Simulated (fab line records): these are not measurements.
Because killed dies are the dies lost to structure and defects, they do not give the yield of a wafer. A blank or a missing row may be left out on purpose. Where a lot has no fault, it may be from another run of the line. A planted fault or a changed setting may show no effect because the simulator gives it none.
fab line records | flow nand-harc | part 1 of 2: steps 1 to 4 of 6
[record] lots = 24 wafers = 72 last-day = 24
route steps=1159 shown A_STAIRCASE@729 A_SGD_CUT@763 A_WL_FILL@823 A_CONTACT@859
lots that met no fault: from a run of the same line without faults
start-h: hours from the record's first day to the start of the lot's first wafer shown | wait-h: hours since the lot's step before | " as in the row above | L1.1+2: one row covering several wafers at once | - value missing, or start not given | * or withheld: withheld | < > ~ a bound
route shown NAME@n: names a module that has steps shown in the file, with the first one's number in the route | usual: average and standard deviation across the fault-free wafers | same: alike in all rows | chamber/n: place in a boat | sites: readings site by site | _std_site: how widely they spread, as a standard deviation | _edge_site: the outer-site mean with the inner-site mean subtracted | radius-mm: how far each site lies from the wafer's centre | mask NAME#n: copy n | behind: tool/chamber where the wafer was last shaped | hold: why the lot went on hold/how many hours it stayed there/how the hold came to an end | device: whichever transistor did not switch (one of n, p or np) | end of line: the tests these same wafers got at the end of their route | a step without rows: its recipe alone | killed: dies lost to structure and defects at the first sort, not the wafer's yield | map: the dies of a wafer, with x for killed, . for not killed, _ for no die there
set.NAME: the setting that was run; set.NAME@STEP: the one run at that earlier step | model.NAME: the simulator's own value behind a step, which no gauge read
the route's steps for a sample of lots (tables are steps, rows are wafers)
services: a tool's chamber out of use, with start hour (start-h, from the record's first day; less than 0 if before it), hours out, and reason
[[steps]]
[step NHARC_A_STAIRCASE_STRIP_446]
[recipe] power-w = 1500 temp-c = 250 chemistry = O2
[usual] drypump-motor-current-A = 6.0/0.38 heater-power-w = 322/22
// columns lot.wafer tool chamber start-h wait-h drypump-motor-current-A heater-power-w rf-hours-counter-h
L075.2 plasma-asher-01 0 311.20 0.1 6.5 300 7
L075.3 " 1 " " 5.8 339 -
L075.4 " 0 " " 6.4 300 -
L076.2 plasma-asher-01 1 311.44 0.3 5.9 336 7
L076.1 " 0 " " 6.5 303 7
L076.4 " 0 " " 6.5 294 -
L074.1 plasma-asher-02 0 311.46 0.3 5.4 365 42
L074.5 " 0 " " 5.4 355 -
L074.6 " 1 " " 6.0 299 -
L079.2 plasma-asher-01 1 320.23 0.1 5.9 334 9
L079.3 " 1 " " 5.9 329 -
L079.6 " 0 " " 6.5 301 -
L078.3 plasma-asher-02 0 320.37 0.1 5.4 348 -
L078.6 " 0 " " 5.4 360 -
L078.5 " 1 " " 6.0 304 -
L077.2 plasma-asher-02 0 321.62 0.0 5.4 360 44
L077.3 " 1 " " 6.0 299 -
L077.5 " 0 " " 5.4 358 -
L080.2 plasma-asher-01 0 334.02 0.0 6.5 301 13
L080.1 " 1 " " 5.8 333 13
L080.6 " 0 " " 6.5 290 -
L082.4 plasma-asher-02 0 334.31 0.3 5.4 352 -
L082.3 " 1 " " 6.0 303 -
L082.6 " 1 " " 6.0 301 -
L081.2 plasma-asher-01 0 346.97 0.0 6.5 290 19
L081.3 " 0 " " 6.4 300 -
L081.5 " 1 " " 5.9 337 -
L084.1 plasma-asher-02 0 360.00 0.0 5.4 362 58
L084.4 " 0 " " 5.4 351 -
L084.5 " 0 " " 5.4 354 -
L083.2 plasma-asher-01 0 360.10 0.1 6.4 298 23
L083.6 " 1 " " 5.9 327 -
L083.5 " 0 " " 6.4 296 -
L087.2 plasma-asher-01 1 380.11 0.0 5.9 336 33
L087.3 " 1 " " 5.8 332 -
L087.4 " 0 " " 6.5 296 -
L085.2 plasma-asher-02 1 380.26 0.1 6.0 315 2
L085.3 " 1 " " 6.0 312 -
L085.6 " 0 " " 5.4 340 -
L088.1 plasma-asher-01 0 381.80 0.0 6.4 303 34
L088.4 " 0 " " 6.4 301 -
L088.5 " 0 " " 6.4 292 -
L086.4 plasma-asher-02 1 383.73 0.5 6.0 316 -
L086.3 " 0 " " 5.4 349 -
L086.5 " 0 " " 5.4 340 -
L089.2 plasma-asher-01 1 393.57 0.4 5.8 332 38
L089.3 " 1 " " 5.9 338 -
L089.6 " 0 " " 6.4 293 -
L091.2 plasma-asher-02 0 397.33 0.1 5.4 346 9
L091.3 " 1 " " 6.0 312 -
L091.4 " 0 " " 5.4 344 -
L090.1 plasma-asher-01 1 397.47 0.0 5.9 334 39
L090.3 " 1 " " 5.8 338 -
L090.5 " 0 " " 6.5 294 -
L094.1 plasma-asher-01 0 410.28 0.1 6.5 301 42
L094.4 " 1 " " 5.8 337 -
L094.6 " 1 " " 5.9 328 -
L093.1 plasma-asher-01 0 410.61 0.0 6.4 303 42
L093.5 " 0 " " 6.5 300 -
L093.6 " 1 " " 5.9 335 -
L092.1 plasma-asher-02 1 424.35 0.1 6.0 311 16
L092.2 " 0 " " 5.4 338 16
L092.4 " 1 " " 6.0 311 -
L095.2 plasma-asher-02 0 438.43 0.2 5.4 348 22
L095.3 " 0 " " 5.4 349 -
L095.6 " 1 " " 6.0 318 -
L096.4 plasma-asher-01 1 448.87 0.1 5.8 335 -
L096.3 " 0 " " 6.5 298 -
L096.6 " 0 " " 6.5 304 -
L097.2 plasma-asher-01 1 449.19 0.0 5.8 333 58
L097.3 " 1 " " 5.9 336 -
L097.5 " 1 " " 5.8 337 -
[step NHARC_A_SGD_CUT_ETCH_59]
[recipe] target-depth-a = 2600 over-etch-frac = 0.25 time-s = 406.25 ion-energy-ev = 200 n2-flow-sccm = 150 h2-flow-sccm = 150 ar-flow-sccm = 0 rf-w = 400 bias-w = 150 chemistry = N2/H2
[usual] drypump-motor-current-A = 5.5/0.41 oes-product-au = 0.999/0.012 rf-vpp-V = 431.6/2.2 showerhead-plenum-p-Torr = 2.08/0.079 throttle-valve-pct = 14.171/0.0097
[same] time-s = 406.25
// columns lot.wafer tool chamber start-h wait-h drypump-motor-current-A oes-product-au rf-hours-counter-h rf-vpp-V showerhead-plenum-p-Torr throttle-valve-pct
L075.2 rie-diel-07 3 - - 5.3 1.018 8 431.1 2.04 14.161
L075.3 " 0 " " 5.5 1.011 8 432.0 2.05 14.174
L075.4 " 1 " " 5.3 1.002 7 429.1 1.97 14.169
L076.1 rie-diel-08 0 - - 5.9 0.999 0 430.9 2.06 14.175
L076.2 " 1 " " 5.4 0.971 0 432.1 2.11 14.168
L076.4 " 2 " " 4.8 1.002 0 432.8 2.12 14.183
L074.1 rie-diel-13 2 - - 5.6 0.990 4 431.7 2.16 14.180
L074.6 " 0 " " 6.1 0.995 - 434.6 2.14 14.174
L074.5 " 1 " " 5.6 1.019 - 433.9 2.13 14.155
L079.3 rie-diel-08 1 - - 5.4 0.980 1 433.9 2.11 14.180
L079.2 " 0 " " 5.8 1.006 1 430.2 2.06 14.163
L079.6 " 2 " " 4.8 0.999 - 432.6 2.12 14.164
L078.3 rie-diel-07 0 - - 5.5 1.003 9 429.8 2.05 14.172
L078.6 " 1 " " 5.3 0.992 - 427.5 1.97 14.162
L078.5 " 2 " " 5.3 0.998 - 431.7 2.09 14.174
L077.2 rie-diel-13 0 - - 6.0 0.987 5 432.6 2.14 14.174
L077.3 " 3 " " 6.4 0.998 3 435.2 2.18 14.171
L077.5 " 0 " " 6.0 0.981 - 433.0 2.14 14.183
L080.2 rie-diel-13 3 - - 6.4 1.008 5 432.7 2.18 14.180
L080.1 " 0 " " 6.0 0.990 6 432.7 2.14 14.168
L080.6 " 2 " " 5.6 0.984 - 433.9 2.16 14.153
L082.3 rie-diel-07 1 - - 5.3 0.994 11 428.4 1.97 14.158
L082.4 " 2 " " 5.3 0.998 12 432.6 2.09 14.164
L082.6 " 0 " " 5.5 0.995 - 430.4 2.04 14.169
L081.2 rie-diel-07 1 - - 5.3 1.007 13 429.1 1.97 14.168
L081.3 " 2 " " 5.3 1.005 14 431.4 2.09 14.191
L081.5 " 1 " " 5.3 1.006 - 429.1 1.97 14.181
L084.1 rie-diel-13 0 - - 6.0 0.992 8 432.9 2.14 14.162
L084.4 " 2 " " 5.6 1.003 8 433.5 2.16 14.189
L084.5 " 0 " " 6.0 0.980 - 433.2 2.14 14.172
L083.2 rie-diel-07 3 - - 5.4 1.004 14 430.6 2.03 14.169
L083.6 " 3 " " 5.4 1.001 - 429.7 2.03 14.157
L083.5 " 0 " " 5.5 0.996 - 431.4 2.04 14.167
L087.2 rie-diel-13 0 - - 6.0 0.982 9 433.2 2.14 14.159
L087.4 " 1 " " 5.7 1.016 10 432.3 2.13 14.165
L087.3 " 3 " " 6.4 0.998 8 433.9 2.18 14.194
L085.3 rie-diel-13 0 - - 6.0 0.987 10 433.0 2.14 14.171
L085.2 " 1 " " 5.6 1.026 10 433.3 2.13 14.181
L085.6 " 1 " " 5.6 1.034 - 433.3 2.13 14.172
L088.1 rie-diel-07 1 - - 5.3 0.995 16 427.6 1.97 14.163
L088.4 " 2 " " 5.3 0.992 17 431.1 2.09 14.177
L088.5 " 0 " " 5.5 1.002 - 431.4 2.04 14.172
L086.4 rie-diel-08 2 387.80 0.2 4.8 1.018 - 432.4 2.12 14.179
L086.3 " 3 " " 5.1 1.002 - 428.0 1.91 14.164
L086.5 " 3 " " 5.1 0.981 - 426.6 1.91 14.178
L089.3 rie-diel-08 3 - - 5.1 0.986 6 427.8 1.91 14.165
L089.2 " 0 " " 5.8 1.008 5 431.1 2.06 14.176
L089.6 " 2 " " 4.8 1.006 - 432.9 2.12 14.161
L091.2 rie-diel-08 0 - - 5.9 1.004 5 431.2 2.06 14.174
L091.3 " 1 " " 5.4 0.991 4 432.6 2.10 14.166
L091.4 " 2 " " 4.8 1.004 6 432.6 2.12 14.147
L090.3 rie-diel-13 0 - - 6.1 0.996 11 433.0 2.14 14.173
L090.1 " 3 " " 6.3 0.998 10 432.8 2.18 14.185
L090.5 " 1 " " 5.6 1.012 - 432.7 2.13 14.185
L094.1 rie-diel-08 3 - - 5.1 0.990 8 428.2 1.91 14.162
L094.4 " 2 " " 4.9 0.996 7 432.0 2.12 14.155
L094.6 " 3 " " 5.1 0.992 - 426.7 1.91 14.173
L093.1 rie-diel-13 1 - - 5.7 1.028 13 433.8 2.13 14.163
L093.6 " 2 " " 5.6 0.992 - 433.7 2.16 14.172
L093.5 " 3 " " 6.4 1.002 - 433.4 2.18 14.179
L092.2 rie-diel-13 2 - - 5.6 0.992 15 434.1 2.16 14.170
L092.1 " 3 " " 6.4 1.001 13 434.6 2.18 14.170
L092.4 " 0 " " 6.1 0.993 14 433.6 2.14 14.173
L095.2 rie-diel-08 2 - - 4.8 1.000 9 433.9 2.12 14.185
L095.3 " 1 " " 5.4 1.005 8 432.0 2.10 14.181
L095.6 " 3 " " 5.1 0.986 - 427.9 1.91 14.168
L096.4 rie-diel-13 1 - - 5.7 1.018 17 433.4 2.13 14.174
L096.3 " 3 " " 6.3 1.016 15 434.6 2.18 14.163
L096.6 " 1 " " 5.7 1.020 - 432.5 2.13 14.184
L097.3 rie-diel-08 3 - - 5.1 0.986 11 426.8 1.91 14.169
L097.2 " 0 " " 5.8 1.005 10 431.4 2.06 14.169
L097.5 " 1 " " 5.4 0.983 - 431.5 2.10 14.184
[step NHARC_A_WL_FILL_ETCHBACK_16]
[recipe] target-depth-a = 880 time-s = 17.6 c4f8-flow-sccm = withheld o2-flow-sccm = 8 ar-flow-sccm = withheld rf-w = 600 bias-w = 800 chemistry = C4F8/O2/Ar
[usual] oes-product-au = 0.98/0.033 rf-vpp-V = 724/3.6
[same] time-s = 17.6
// columns lot.wafer tool chamber start-h wait-h oes-product-au rf-hours-counter-h rf-vpp-V
L075.4 rie-diel-12 2 - - 0.99 8.7 731
L075.2 " 3 " " 1.01 9.2 721
L075.3 " 0 " " 0.99 8.7 723
L076.1 rie-diel-09 0 - - 1.00 3.4 722
L076.2 " 2 " " 1.00 3.6 731
L076.4 " 3 " " 1.01 3.7 721
L074.1 rie-diel-10 1 - - 0.92 4.0 723
L074.5 " 2 " " 0.92 - 725
L074.6 " 3 " " 0.91 - 729
L079.3 rie-diel-12 3 - - 1.01 9.8 720
L079.2 " 0 " " 0.98 9.4 721
L079.6 " 2 " " 0.98 - 730
L078.3 rie-diel-10 2 - - 0.99 0.1 724
L078.5 " 0 " " 1.01 - 719
L078.6 " 1 " " 0.99 - 723
L077.2 rie-diel-09 3 - - 1.01 4.2 721
L077.3 " 1 " " 1.00 4.2 723
L077.5 " 3 " " 1.02 - 721
L082.4 rie-diel-09 1 - - 0.99 4.4 725
L082.3 " 3 " " 1.02 4.4 721
L082.6 " 2 " " 1.00 - 732
L080.2 rie-diel-10 0 - - 1.00 0.4 718
L080.1 " 1 " " 0.99 0.4 722
L080.6 " 2 " " 0.98 - 728
L081.3 rie-diel-09 3 - - 0.98 4.9 721
L081.2 " 0 " " 0.96 4.2 723
L081.5 " 1 " " 0.96 - 725
L083.2 rie-diel-12 2 - - 1.01 1.1 728
L083.6 " 0 " " 0.97 - 720
L083.5 " 1 " " 1.00 - 723
L084.1 rie-diel-12 3 - - 1.01 1.1 720
L084.4 " 1 " " 1.01 1.2 724
L084.5 " 3 " " 1.02 - 720
L085.3 rie-diel-10 1 - - 0.99 1.5 724
L085.2 " 2 " " 0.99 1.3 726
L085.6 " 0 " " 1.00 - 719
L088.1 rie-diel-12 1 - - 1.01 2.3 726
L088.5 " 0 " " 0.99 - 722
L088.4 " 1 " " 0.99 - 724
L087.4 rie-diel-10 3 - - 0.98 1.4 727
L087.2 " 0 " " 1.00 1.6 719
L087.3 " 1 " " 0.99 1.5 725
L086.4 rie-diel-09 0 - - 0.92 5.9 724
L086.3 " 1 " " 0.93 6.4 723
L086.5 " 3 " " 1.01 - 721
L089.2 rie-diel-10 1 - - 0.92 1.9 723
L089.3 " 2 " " 0.92 1.7 726
L089.6 " 0 " " 0.93 - 718
L091.3 rie-diel-09 1 - - 0.99 0.1 724
L091.4 " 2 " " 1.00 0.1 732
L091.2 " 3 " " 1.02 0.0 723
L090.3 rie-diel-10 2 - - 0.97 1.7 726
L090.1 " 0 " " 0.97 2.1 718
L090.5 " 2 " " 0.97 - 725
L093.1 rie-diel-12 3 - - 1.01 4.2 721
L093.6 " 1 " " 0.99 - 724
L093.5 " 2 " " 1.02 - 730
L094.4 rie-diel-10 1 - - 1.00 2.2 723
L094.1 " 0 " " 1.00 2.3 720
L094.6 " 2 " " 1.00 - 725
L092.1 rie-diel-09 2 - - 0.92 0.9 728
L092.4 " 3 " " 0.95 0.8 721
L092.2 " 0 " " 0.93 0.7 724
L095.2 rie-diel-12 0 - - 0.98 5.7 722
L095.3 " 2 " " 1.01 6.1 729
L095.6 " 1 " " 1.00 - 724
L096.3 rie-diel-09 0 - - 0.92 1.4 722
L096.4 " 1 " " 0.90 1.5 725
L096.6 " 3 " " 0.96 - 721
L097.2 rie-diel-10 3 - - 0.95 2.9 728
L097.3 " 0 " " 0.98 3.3 719
L097.5 " 0 " " 0.98 - 719
[step NHARC_A_CONTACT_ETCH_49]
[recipe] target-depth-a = 2600 over-etch-frac = 0.3 time-s = 475.3 ion-energy-ev = 200 n2-flow-sccm = 150 h2-flow-sccm = 150 ar-flow-sccm = 0 rf-w = 400 bias-w = 150 chemistry = N2/H2
[usual] drypump-motor-current-A = 5.6/0.31 oes-product-au = 1.001/0.013 rf-vpp-V = 429.6/2.9 showerhead-plenum-p-Torr = 2.01/0.1 throttle-valve-pct = 14.173/0.0097
[same] time-s = 475.3
// columns lot.wafer tool chamber start-h wait-h drypump-motor-current-A oes-product-au rf-hours-counter-h rf-vpp-V showerhead-plenum-p-Torr throttle-valve-pct
L075.2 rie-diel-05 1 - - 5.4 0.987 4 430.6 2.00 14.165
L075.3 " 2 " " 5.7 1.006 4 433.0 2.14 14.171
L075.4 " 0 " " 5.6 0.987 5 428.8 1.93 14.155
L074.1 rie-diel-06 2 - - 6.0 0.980 45 428.0 1.94 14.177
L074.5 " 1 " " 6.1 0.986 - 431.3 2.03 14.166
L074.6 " 2 " " 6.1 0.982 - 427.7 1.94 14.174
L076.2 rie-diel-06 0 - - 5.4 1.010 47 425.9 1.88 14.166
L076.4 " 2 " " 6.0 0.993 46 427.8 1.94 14.178
L076.1 " 3 " " 5.7 0.974 45 430.7 2.13 14.181
L079.2 rie-diel-11 1 - - 5.8 1.000 3 428.6 1.98 14.182
L079.3 " 2 " " 5.2 1.006 2 430.2 2.00 14.174
L079.6 " 0 " " 5.6 1.015 - 425.6 1.88 14.160
L078.3 rie-diel-11 1 - - 5.8 1.007 4 429.0 1.98 14.161
L078.5 " 2 " " 5.2 1.005 - 428.3 2.00 14.172
L078.6 " 3 " " 5.1 0.998 - 426.4 1.93 14.158
L077.2 rie-diel-05 3 - - 5.4 1.030 13 433.5 2.19 14.170
L077.3 " 1 " " 5.4 0.997 12 429.3 2.00 14.179
L077.5 " 0 " " 5.6 0.997 - 426.7 1.92 14.155
L080.2 rie-diel-11 3 - - 5.1 1.007 5 428.4 1.93 14.180
L080.1 " 0 " " 5.6 1.015 6 427.3 1.88 14.175
L080.6 " 0 " " 5.7 1.013 - 426.7 1.88 14.166
L082.3 rie-diel-05 1 - - 5.4 0.997 17 430.0 2.00 14.167
L082.4 " 2 " " 5.7 1.014 17 432.9 2.14 14.162
L082.6 " 3 " " 5.4 1.021 - 435.5 2.19 14.186
L081.2 rie-diel-06 1 - - 6.1 0.975 61 430.2 2.03 14.175
L081.3 " 2 " " 6.1 0.986 63 427.5 1.94 14.182
L081.5 " 2 " " 6.0 0.989 - 427.2 1.94 14.161
L083.2 rie-diel-05 3 - - 5.4 1.019 26 435.9 2.19 14.166
L083.5 " 0 " " 5.6 0.999 - 429.0 1.92 14.179
L083.6 " 1 " " 5.5 1.004 - 430.1 1.99 14.180
L084.1 rie-diel-11 2 - - 5.2 1.012 10 430.3 2.00 14.179
L084.4 " 3 " " 5.1 1.019 10 426.1 1.93 14.184
L084.5 " 1 " " 5.8 1.000 - 428.9 1.98 14.178
L085.2 rie-diel-11 1 - - 5.8 1.002 10 429.2 1.98 14.164
L085.3 " 0 " " 5.6 1.003 12 424.9 1.88 14.181
L085.6 " 2 " " 5.2 0.990 - 429.8 2.00 14.171
L088.1 rie-diel-11 2 - - 5.2 1.000 12 429.2 2.00 14.177
L088.4 " 3 " " 5.1 1.007 12 428.4 1.92 14.181
L088.5 " 2 " " 5.2 0.995 - 431.0 2.00 14.178
L087.4 rie-diel-05 3 - - 5.4 1.028 30 434.9 2.19 14.178
L087.3 " 0 " " 5.6 0.991 30 426.8 1.92 14.175
L087.2 " 1 " " 5.4 0.987 28 428.9 1.99 14.168
L086.4 rie-diel-05 2 - - 5.7 1.021 31 431.5 2.13 14.168
L086.3 " 0 " " 5.6 1.004 32 427.3 1.92 14.167
L086.5 " 2 " " 5.7 1.009 - 433.9 2.13 14.182
L089.3 rie-diel-06 1 - - 6.1 0.995 12 430.2 2.02 14.167
L089.2 " 2 " " 6.1 1.007 10 426.9 1.93 14.170
L089.6 " 0 " " 5.4 1.014 - 434.1 2.21 14.159
L090.3 rie-diel-11 3 - - 5.2 1.002 17 427.4 1.92 14.173
L090.1 " 1 " " 5.8 1.000 16 427.2 1.98 14.185
L090.5 " 3 " " 5.1 1.011 - 426.6 1.92 14.184
L091.3 rie-diel-11 3 - - 5.1 1.002 18 426.8 1.92 14.163
L091.4 " 0 " " 5.6 1.007 19 426.2 1.88 14.181
L091.2 " 1 " " 5.8 0.991 17 429.0 1.98 14.164
L094.1 rie-diel-06 0 - - 5.4 1.005 21 435.0 2.21 14.174
L094.4 " 3 " " 5.8 0.971 - 431.5 2.12 14.165
L094.6 " 0 " " 5.4 1.006 - 435.4 2.21 14.172
L093.1 rie-diel-06 0 471.89 0.2 5.4 1.003 22 436.0 2.21 14.177
L093.6 " 1 " " 6.1 0.986 - 428.8 2.02 14.177
L093.5 " 0 " " 5.4 0.992 - 435.4 2.21 14.166
L092.2 rie-diel-11 1 - - 5.8 0.989 21 429.0 1.97 14.176
L092.1 " 2 " " 5.2 1.007 22 429.7 2.00 14.176
L092.4 " 3 " " 5.1 1.000 22 426.8 1.92 14.153
L095.2 rie-diel-11 2 - - 5.2 1.005 23 428.7 2.00 14.175
L095.3 " 3 " " 5.1 1.003 23 426.9 1.92 14.185
L095.6 " 1 " " 5.8 0.989 - 428.6 1.97 14.173
L097.3 rie-diel-11 1 - - 5.8 1.006 24 427.8 1.97 14.193
L097.2 " 2 " " 5.2 1.006 24 428.1 2.00 14.184
L097.5 " 3 " " 5.1 1.002 - 426.8 1.92 14.175
L096.4 rie-diel-06 3 - - 5.8 0.991 12 433.8 2.12 14.181
L096.3 " 0 " " 5.4 1.005 35 437.2 2.21 14.167
L096.6 " 0 " " 5.4 0.995 - 434.9 2.20 14.169
